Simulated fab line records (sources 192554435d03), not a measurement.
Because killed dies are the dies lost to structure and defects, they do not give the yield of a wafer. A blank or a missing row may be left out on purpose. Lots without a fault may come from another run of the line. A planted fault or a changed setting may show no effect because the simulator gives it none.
2 desks looking at one fault + flow n5Finfet + numbers are kept per desk, each desk with only its own; the story behind them comes last

## TOOL OWNER'S DESK, pvdSputter-03
At N5_MIM_TOP_SPUTTER_03 (material TiN, target thk 35 nm, time 89.7 s) the tool's own readings: per lot run on this tool, the mean of the sampled wafers that have a number. Any lot whose mean is over 4 standard deviations away from the usual mean is out of limits and marked OUT; that distance is given in the brackets.
Columns: A = cathodeDcPowerW at N5_MIM_TOP_SPUTTER_03, usual 3000.1 W; B = throttleValvePct at N5_MIM_TOP_SPUTTER_03, usual 29.8 %
| lot  | first seen here | A                        | B    |
|------|-----------------|--------------------------|------|
| L566 | day 15 13:32    | 3000.0                   | 29.9 |
| L567 | day 16 01:36    | 3000.5                   | 30.2 |
| L572 | day 16 19:15    | 3981.9 (+99 or more) OUT | 30.0 |
| L573 | day 17 14:45    | 3982.1 (+99 or more) OUT | 30.4 |
Finding of this desk: L572, L573 out of limits; the first was L572 at day 16 19:15, on cathodeDcPowerW at N5_MIM_TOP_SPUTTER_03. Within limits: L566, L567.

## FROM THE METROLOGY DESK
Means of the sampled wafers that have a number, per lot and without regard to the tool the lot ran on: this is what the gauges read. Any lot whose mean is over 4 standard deviations away from the usual mean is out of limits and marked OUT; that distance is given in the brackets. It has 11 readings; the 7 that lie furthest out on some lot are the ones shown.
Columns: A = DIBL_P at N5_BEOL_M4_RC_MEAS_101, usual 36.4 mV/V; B = IOFF_P at N5_BEOL_M4_RC_MEAS_101, usual 0.22 nA/um; C = ION_P at N5_BEOL_M4_RC_MEAS_101, usual 463 uA/um; D = SS_P at N5_BEOL_M4_RC_MEAS_101, usual 73.3 mV/dec; E = VT_N at N5_BEOL_M4_RC_MEAS_101, usual 250 mV; F = VT_P at N5_BEOL_M4_RC_MEAS_101, usual -250 mV; G = cdNm at N5_BEOL_M15_CD_MEAS_28, usual 408.0 nm
| lot  | first seen here | A    | B    | C   | D    | E   | F    | G     |
|------|-----------------|------|------|-----|------|-----|------|-------|
| L562 | day 10 10:26    | 35.5 | 0.20 | 462 | 73.5 | 253 | -251 | 409.0 |
| L564 | day 10 16:30    | 35.2 | 0.19 | 465 | 73.1 | 249 | -252 | 405.3 |
| L566 | day 11 12:28    | 39.2 | 0.27 | 476 | 74.2 | 248 | -247 | 410.5 |
| L567 | day 11 14:42    | 38.7 | 0.32 | 478 | 73.7 | 248 | -242 | 408.0 |
| L572 | day 13 03:26    | 37.0 | 0.22 | 459 | 73.5 | 250 | -249 | 410.5 |
| L573 | day 13 12:34    | 36.1 | 0.21 | 458 | 73.4 | 249 | -250 | 409.0 |
| L574 | day 13 18:07    | 34.9 | 0.19 | 459 | 73.6 | 254 | -252 | 408.1 |
| L576 | day 13 20:44    | 34.4 | 0.20 | 461 | 73.7 | 250 | -248 | 408.4 |
| L579 | day 14 09:46    | 37.1 | 0.26 | 471 | 73.0 | 245 | -245 | 407.9 |
| L581 | day 15 18:29    | 37.8 | 0.19 | 458 | 73.3 | 250 | -252 | 405.0 |
Result from this desk: across the 10 lots, nothing is out of limits.

## PUT TOGETHER
The tool owner's desk had the chance to raise an alarm at day 16 19:15 on L572, L573.
At the metrology desk, nothing out of limits was observed.
The metrology desk has L572, L573 on record, within its limits.
Every lot named ran N5_MIM_TOP_SPUTTER_03 on pvdSputter-03.

## WHAT THE SIMULATOR PUT IN
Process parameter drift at N5_MIM_TOP_SPUTTER_03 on pvdSputter-03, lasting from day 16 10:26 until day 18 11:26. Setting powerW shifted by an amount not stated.
Struck lots among those shown: L572, L573.
How many hours passed from the start of the fault until each desk's first out-of-limits reading: the tool owner's desk, 9.
